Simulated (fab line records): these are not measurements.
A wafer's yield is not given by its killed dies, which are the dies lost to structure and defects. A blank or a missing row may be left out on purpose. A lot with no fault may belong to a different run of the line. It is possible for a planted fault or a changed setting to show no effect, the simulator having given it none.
8D (eight disciplines) problem report, filled in by code / flow nand harc / the parts of the form that need people (team, actions taken, sign-off) are left out

1. PROBLEM STATEMENT
heater power total W at NHARC_A_CONTACT_SOFTBAKE_37 reads a mean of 195.76 W on 4 wafers of 3 lots; wafers without a fault read 188.45 W with a standard deviation of 0.13. That puts it +56 standard deviations away from the usual mean.
The step: time 55 s.
Earliest sighting: wafer L259.4 on litho track-04 at day 19 05:00. The record has a number at this step for 43 wafers belonging to 15 lots. Rule for "out", or "out of limits": more than 4 standard deviations from the usual mean. The other wafers with a number count as sound.

2. WHAT IT IS AND WHAT IT IS NOT
question=which readings at this step | is=heater power total W | is not=-
question=which lots | is=L259, L262, L264 | is not=L250, L251, L252, L255, L256, L263, L266, L267, L269, L270, L271, L272
question=which wafers of those lots | is=L259.4, L262.5, L264.4, L264.5 | is not=L259.1, L262.1, L262.6
question=read on which tools | is=litho track-04 | is not=litho track-01, litho track-06
question=when | is=from day 19 05:00 | is not=up to then (16 sound wafers); but 23 sound wafers of L262, L263, L266, L267, L269, L270, L271, L272 came after

3. THE SUSPECTS, EACH WITH WHAT RULES IT OUT
Counting: a tool at a process step up to the reading stays a suspect if it ran every lot that is out. Sound lots after the first of them don't rule it out here, since some wafers of a struck lot are sound.
- litho track-04 at NHARC_A_CONTACT_SOFTBAKE_37 (time 55 s): kept. It processed each lot that is out (first: L259, day 19 05:00); up to then, its last sound lot is L255 (day 18 20:00). Out on those wafers are its own readings of heater power total W.
After counting, what remains is litho track-04 at NHARC_A_CONTACT_SOFTBAKE_37.

4. THE CAUSE (what the simulator had put in)
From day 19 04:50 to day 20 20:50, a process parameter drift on litho track-04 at NHARC_A_CONTACT_SOFTBAKE_37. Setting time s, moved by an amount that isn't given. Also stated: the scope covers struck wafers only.
Only this tool survived the counting.

5. THE CHAIN OF EFFECTS, in route order
Each row: a reading where the mean over the struck wafers with a number is more than 3 standard deviations away from the usual. Only readings whose record carries a usual standard deviation are examined. hours: median over the lots of the time between each lot's start at the first step of this table that gives one and its start at this step. sigmas: the change, counted in usual standard deviations.
hours=0; step=NHARC_A_CONTACT_SOFTBAKE_37; reading=heater power total W; usual=188.45 W; on struck wafers=195.76; change=+7.31; sigmas=+56
It contains these process steps:
- NHARC_A_CONTACT_SOFTBAKE_37: time 55 s.
Later steps that measure or inspect, where all struck wafers having a row at the step show a number for every such reading and not one has moved that far: NHARC_A_CONTACT_OVL_MEAS_43, NHARC_END_SORT_01.

6. HOW IT WOULD HAVE BEEN CAUGHT EARLIER
First out-of-limits reading in this record: day 19 05:00, which is 0 hours after fault onset at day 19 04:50.
